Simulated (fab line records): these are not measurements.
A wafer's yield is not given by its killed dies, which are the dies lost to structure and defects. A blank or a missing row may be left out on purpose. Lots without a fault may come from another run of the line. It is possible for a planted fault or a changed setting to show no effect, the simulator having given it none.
Chamber matching ; flow nand harc ; rie diel-02 running NHARC_A_CONTACT_ETCH_92: 4 sister chambers
The step etches the open film in CH3F/O2, target depth 40 nm, time 85.7 s. 24 wafers are shown with their chamber, then 12 later ones without.

== WAFERS WITH THEIR CHAMBER ==
wafer;chamber;showerhead plenum p Torr (Torr);drypump motor current A (A);rf vpp V (V)
L076.2;3;2.29;5.63;241.0
L076.3;2;2.56;6.40;245.9
L076.6;2;2.56;6.39;245.6
L074.2;1;2.64;5.99;247.0
L074.3;2;2.56;6.37;245.2
L074.4;1;2.64;6.01;247.5
L077.2;3;2.28;5.62;243.3
L077.3;0;2.65;6.21;248.8
L077.6;3;2.28;5.61;241.4
L080.3;3;2.28;5.63;242.4
L080.4;0;2.65;6.21;247.0
L080.5;2;2.55;6.39;245.3
L082.1;3;2.28;5.61;242.6
L082.5;1;2.63;6.03;245.7
L082.6;2;2.55;6.39;244.5
L084.3;1;2.63;6.02;246.4
L084.4;3;2.28;5.60;243.1
L084.6;2;2.55;6.36;245.0
L091.2;0;2.64;6.25;246.0
L091.4;1;2.63;6.01;248.9
L091.5;2;2.55;6.35;245.1
L090.1;3;2.28;5.62;242.1
L090.2;0;2.64;6.25;245.3
L090.3;1;2.63;6.03;246.7

SIGNATURES, as means of the wafers listed above
reading;chamber 0;chamber 1;chamber 2;chamber 3;scatter within a chamber
showerhead plenum p Torr;2.6450;2.6333;2.5543;2.2814;0.00495
drypump motor current A;6.2300;6.0150;6.3786;5.6171;0.0167
rf vpp V;246.775;247.033;245.229;242.271;0.959
Rule: distance of a wafer from a chamber = root of the sum over the readings of ((wafer's reading minus chamber's mean) / reading's scatter) squared. The wafer belongs to the nearest chamber; if the next one is less than 2 further off, it can't be placed. The scatter: the root of (the sum of the squares of (reading less its chamber's mean) over the shown wafers, divided by (wafers less chambers)).

== WAFERS WITH NO CHAMBER GIVEN ==
wafer;showerhead plenum p Torr (Torr);drypump motor current A (A);rf vpp V (V)
L092.2;2.63;6.07;248.3
L092.4;2.28;5.60;242.2
L092.5;2.28;5.60;240.5
L094.1;2.27;5.61;242.7
L094.2;2.63;6.01;246.9
L094.4;2.64;6.25;247.8
L095.2;2.64;6.23;247.5
L095.4;2.63;6.04;245.4
L095.5;2.62;6.04;245.6
L096.2;2.64;6.24;247.0
L096.4;2.54;6.37;245.8
L096.6;2.64;6.23;246.9

== THE CHAMBER EACH PASSED THROUGH ==
wafer;from the rows above;in truth
L092.2;1;1
L092.4;3;3
L092.5;3;3
L094.1;3;3
L094.2;1;1
L094.4;0;0
L095.2;0;0
L095.4;1;1
L095.5;1;1
L096.2;0;0
L096.4;2;2
L096.6;0;0
12 of 12 placed correctly. Left unplaced by these rows: 0. Number placed wrongly: 0.
